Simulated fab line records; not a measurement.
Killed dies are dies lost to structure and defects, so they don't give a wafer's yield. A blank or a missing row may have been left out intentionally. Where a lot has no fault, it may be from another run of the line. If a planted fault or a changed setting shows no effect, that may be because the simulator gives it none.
Which tool did it? / flow nand harc / 12 lots with 36 wafers sampled at 5 steps, on a route of 1302 steps

## WHAT THE GAUGES SHOWED, per wafer
NHARC_A_CONTACT_INSPECT_10.
lot=L365; measured=day 22 02:23; on=defect inspect-01; raw defect count=20 21 19
lot=L368; measured=day 23 04:59; on=defect inspect-02; raw defect count=63 65 56
lot=L369; measured=day 23 21:03; on=defect inspect-01; raw defect count=89 119 97
lot=L370; measured=day 24 07:57; on=defect inspect-02; raw defect count=76 66 74
lot=L373; measured=day 25 21:12; on=defect inspect-01; raw defect count=151 150 153
lot=L375; measured=day 26 08:24; on=defect inspect-02; raw defect count=103 85 84
lot=L374; measured=day 26 10:06; on=defect inspect-02; raw defect count=112 122 126
lot=L377; measured=day 27 03:52; on=defect inspect-01; raw defect count=82 78 83
lot=L376; measured=day 27 05:29; on=defect inspect-02; raw defect count=69 73 61
lot=L381; measured=day 29 09:09; on=defect inspect-01; raw defect count=56 51 63
lot=L386; measured=day 31 07:32; on=defect inspect-01; raw defect count=82 79 81
lot=L387; measured=day 31 21:05; on=defect inspect-01; raw defect count=41 45 50

NHARC_A_BLC_OVL_MEAS_11.
lot=L365; measured=day 22 08:39; on=overlay-02; overlay x nm (nm)=-0.6 -0.5 -0.3; overlay y nm (nm)=-0.7 -0.8 -0.8
lot=L368; measured=day 23 11:18; on=overlay-02; overlay x nm (nm)=1.1 0.4 -0.1; overlay y nm (nm)=0.8 0.1 -0.2
lot=L369; measured=day 24 03:26; on=overlay-01; overlay x nm (nm)=0.2 -0.3 0.2; overlay y nm (nm)=0.7 0.1 0.4
lot=L370; measured=day 24 14:22; on=overlay-02; overlay x nm (nm)=-0.2 1.3 0.4; overlay y nm (nm)=0.9 0.3 0.3
lot=L373; measured=day 26 04:29; on=overlay-01; overlay x nm (nm)=0.8 0.5 0.7; overlay y nm (nm)=0.4 0.5 0.7
lot=L375; measured=day 26 15:12; on=overlay-01; overlay x nm (nm)=-0.4 -1.1 -1.1; overlay y nm (nm)=1.4 1.3 0.9
lot=L374; measured=day 26 18:24; on=overlay-01; overlay x nm (nm)=0.9 0.4 1.2; overlay y nm (nm)=1.1 0.6 0.6
lot=L377; measured=day 27 10:04; on=overlay-01; overlay x nm (nm)=-0.7 -0.9 -0.3; overlay y nm (nm)=1.3 1.0 1.3
lot=L376; measured=day 27 11:50; on=overlay-02; overlay x nm (nm)=-0.5 -0.6 -0.6; overlay y nm (nm)=-0.7 -0.1 -0.5
lot=L381; measured=day 29 15:20; on=overlay-01; overlay x nm (nm)=0.9 0.7 0.6; overlay y nm (nm)=-0.8 -1.0 -0.3
lot=L386; measured=day 31 14:10; on=overlay-01; overlay x nm (nm)=-0.2 -0.2 -0.3; overlay y nm (nm)=0.6 0.7 0.2
lot=L387; measured=day 32 04:11; on=overlay-02; overlay x nm (nm)=1.0 0.7 0.2; overlay y nm (nm)=0.3 0.4 0.8

## WHICH TOOL RAN EACH LOT (tool, then ch and the chambers of the sampled wafers, then the start)
lot=L365; NHARC_A_CONTACT_ETCH_138=har cap etch-02 ch 0,1, day 22 04:38; NHARC_A_CONTACT_CVD_19=cvd w-01 ch 0,1, day 22 06:53; NHARC_A_CONTACT_CMP_20=cmp-02 ch 1,2,3, day 22 07:47
lot=L368; NHARC_A_CONTACT_ETCH_138=har cap etch-03 ch 0,1, day 23 07:10; NHARC_A_CONTACT_CVD_19=cvd w-01 ch 0, day 23 09:22; NHARC_A_CONTACT_CMP_20=cmp-03 ch 0,1,3, day 23 10:17
lot=L369; NHARC_A_CONTACT_ETCH_138=har cap etch-01 ch 0,1, day 23 23:23; NHARC_A_CONTACT_CVD_19=cvd w-02 ch 0,1, day 24 01:55; NHARC_A_CONTACT_CMP_20=cmp-04 ch 0,2,3, day 24 02:29
lot=L370; NHARC_A_CONTACT_ETCH_138=har cap etch-03 ch 0,1, day 24 10:12; NHARC_A_CONTACT_CVD_19=cvd w-01 ch 0,1, day 24 12:34; NHARC_A_CONTACT_CMP_20=cmp-02 ch 1,2,3, day 24 13:22
lot=L373; NHARC_A_CONTACT_ETCH_138=har cap etch-03 ch 0,1, day 25 23:27; NHARC_A_CONTACT_CVD_19=cvd w-02 ch 0,1, day 26 01:45; NHARC_A_CONTACT_CMP_20=cmp-04 ch 0,1,2, day 26 03:37
lot=L375; NHARC_A_CONTACT_ETCH_138=har cap etch-01 ch 0,1, day 26 10:59; NHARC_A_CONTACT_CVD_19=cvd w-02 ch 0,1, day 26 13:19; NHARC_A_CONTACT_CMP_20=cmp-03 ch 0,2,3, day 26 14:12
lot=L374; NHARC_A_CONTACT_ETCH_138=har cap etch-03 ch 0,1, day 26 12:19; NHARC_A_CONTACT_CVD_19=cvd w-01 ch 0,1, day 26 14:34; NHARC_A_CONTACT_CMP_20=cmp-02 ch 0,1,3, day 26 16:34
lot=L377; NHARC_A_CONTACT_ETCH_138=har cap etch-03 ch 0,1, day 27 06:04; NHARC_A_CONTACT_CVD_19=cvd w-01 ch 0,1, day 27 08:27; NHARC_A_CONTACT_CMP_20=cmp-04 ch 0,1,2, day 27 09:16
lot=L376; NHARC_A_CONTACT_ETCH_138=har cap etch-02 ch 0,1, day 27 07:41; NHARC_A_CONTACT_CVD_19=cvd w-01 ch 0,1, day 27 09:57; NHARC_A_CONTACT_CMP_20=cmp-02 ch 0,1,3, day 27 10:50
lot=L381; NHARC_A_CONTACT_ETCH_138=har cap etch-01 ch 0,1, day 29 11:22; NHARC_A_CONTACT_CVD_19=cvd w-01 ch 0,1, day 29 13:34; NHARC_A_CONTACT_CMP_20=cmp-02 ch 0,2,3, day 29 14:31
lot=L386; NHARC_A_CONTACT_ETCH_138=har cap etch-02 ch 1, day 31 09:56; NHARC_A_CONTACT_CVD_19=cvd w-02 ch 0,1, day 31 12:16; NHARC_A_CONTACT_CMP_20=cmp-03 ch 1,2,3, day 31 13:10
lot=L387; NHARC_A_CONTACT_ETCH_138=har cap etch-01 ch 0,1, day 32 00:01; NHARC_A_CONTACT_CVD_19=cvd w-02 ch 0,1, day 32 02:25; NHARC_A_CONTACT_CMP_20=cmp-02 ch 0,1,2, day 32 03:11
- NHARC_A_CONTACT_ETCH_138: etches the open film in C4F8/O2/Ar, time 311 s, target depth 1914 nm.
- NHARC_A_CONTACT_CVD_19: deposits W, target thk 300 nm, time 802 s.
- NHARC_A_CONTACT_CMP_20: polishes, t overpolish 30 s, target thk 300 nm.

## AS READ BY THE TOOLS THEMSELVES (means over the sampled wafers that have a number; for cases with no such wafer, the mark the record gives instead)
NHARC_A_CONTACT_CVD_19.
lot=L365; tool=cvd w-01; chamber pressure Torr (Torr)=39.96; heater power w (W)=470; mfc wf6 sccm (sccm)=40.06; throttle valve pct (%)=7.53
lot=L368; tool=cvd w-01; chamber pressure Torr (Torr)=40.11; heater power w (W)=426; mfc wf6 sccm (sccm)=40.05; throttle valve pct (%)=7.52
lot=L369; tool=cvd w-02; chamber pressure Torr (Torr)=40.01; heater power w (W)=446; mfc wf6 sccm (sccm)=40.02; throttle valve pct (%)=8.24
lot=L370; tool=cvd w-01; chamber pressure Torr (Torr)=39.96; heater power w (W)=468; mfc wf6 sccm (sccm)=40.03; throttle valve pct (%)=7.85
lot=L373; tool=cvd w-02; chamber pressure Torr (Torr)=39.94; heater power w (W)=446; mfc wf6 sccm (sccm)=39.98; throttle valve pct (%)=8.08
lot=L375; tool=cvd w-02; chamber pressure Torr (Torr)=40.16; heater power w (W)=451; mfc wf6 sccm (sccm)=40.00; throttle valve pct (%)=7.97
lot=L374; tool=cvd w-01; chamber pressure Torr (Torr)=39.95; heater power w (W)=497; mfc wf6 sccm (sccm)=40.03; throttle valve pct (%)=7.79
lot=L377; tool=cvd w-01; chamber pressure Torr (Torr)=40.12; heater power w (W)=480; mfc wf6 sccm (sccm)=39.99; throttle valve pct (%)=7.81
lot=L376; tool=cvd w-01; chamber pressure Torr (Torr)=39.94; heater power w (W)=499; mfc wf6 sccm (sccm)=39.89; throttle valve pct (%)=7.79
lot=L381; tool=cvd w-01; chamber pressure Torr (Torr)=40.06; heater power w (W)=474; mfc wf6 sccm (sccm)=40.07; throttle valve pct (%)=7.79
lot=L386; tool=cvd w-02; chamber pressure Torr (Torr)=40.08; heater power w (W)=467; mfc wf6 sccm (sccm)=40.00; throttle valve pct (%)=8.20
lot=L387; tool=cvd w-02; chamber pressure Torr (Torr)=40.04; heater power w (W)=468; mfc wf6 sccm (sccm)=39.95; throttle valve pct (%)=8.20

NHARC_A_CONTACT_CMP_20.
lot=L365; tool=cmp-02; motor current A (A)=11.5; overpolish run s (s)=29.999; time to endpoint s (s)=59.0
lot=L368; tool=cmp-03; motor current A (A)=10.8; overpolish run s (s)=29.997; time to endpoint s (s)=61.3
lot=L369; tool=cmp-04; motor current A (A)=10.2; overpolish run s (s)=29.994; time to endpoint s (s)=57.9
lot=L370; tool=cmp-02; motor current A (A)=12.1; overpolish run s (s)=30.007; time to endpoint s (s)=60.0
lot=L373; tool=cmp-04; motor current A (A)=10.3; overpolish run s (s)=30.011; time to endpoint s (s)=116.9
lot=L375; tool=cmp-03; motor current A (A)=10.4; overpolish run s (s)=29.998; time to endpoint s (s)=62.3
lot=L374; tool=cmp-02; motor current A (A)=12.4; overpolish run s (s)=29.994; time to endpoint s (s)=122.2
lot=L377; tool=cmp-04; motor current A (A)=10.6; overpolish run s (s)=29.991; time to endpoint s (s)=58.6
lot=L376; tool=cmp-02; motor current A (A)=12.8; overpolish run s (s)=30.000; time to endpoint s (s)=61.7
lot=L381; tool=cmp-02; motor current A (A)=13.2; overpolish run s (s)=29.999; time to endpoint s (s)=58.7
lot=L386; tool=cmp-03; motor current A (A)=11.0; overpolish run s (s)=30.002; time to endpoint s (s)=60.5
lot=L387; tool=cmp-02; motor current A (A)=11.9; overpolish run s (s)=29.997; time to endpoint s (s)=62.7

## THE ANSWER, worked out from the rows above alone
Rule: usual is defined by the lots themselves. The widest of any qualifying gaps counts: lots, ordered by their means at a reading, are off when they make up no more than a third of the lots, leave a main group of 4 or more, and stand apart from it by 3 or more times the standard deviation of that group's means. If all means in a main group match to the digits the tables above print for the reading, that group is not used. A lot without any number at a reading at which 4 lots or more have one is off too. All remaining lots with rows at the step are treated as sound. The gauges are gone through in route order, then the tools' own readings, and for those a lot's mean is taken as printed above. The first step at which some lot is off is used, and at that step the reading that is off furthest; a lot without a number counts as furthest.
Off at NHARC_A_CONTACT_CMP_20 (time to endpoint s): L373, L374. Mean 60.3 s and standard deviation 1.6 in the main group.
If a tool, at that step or one of the process steps before it, ran each lot that is off and ran no sound lot following the first of them, it fits. Not one of the candidates tried fits.

## WHAT WAS PUT IN BY THE SIMULATOR
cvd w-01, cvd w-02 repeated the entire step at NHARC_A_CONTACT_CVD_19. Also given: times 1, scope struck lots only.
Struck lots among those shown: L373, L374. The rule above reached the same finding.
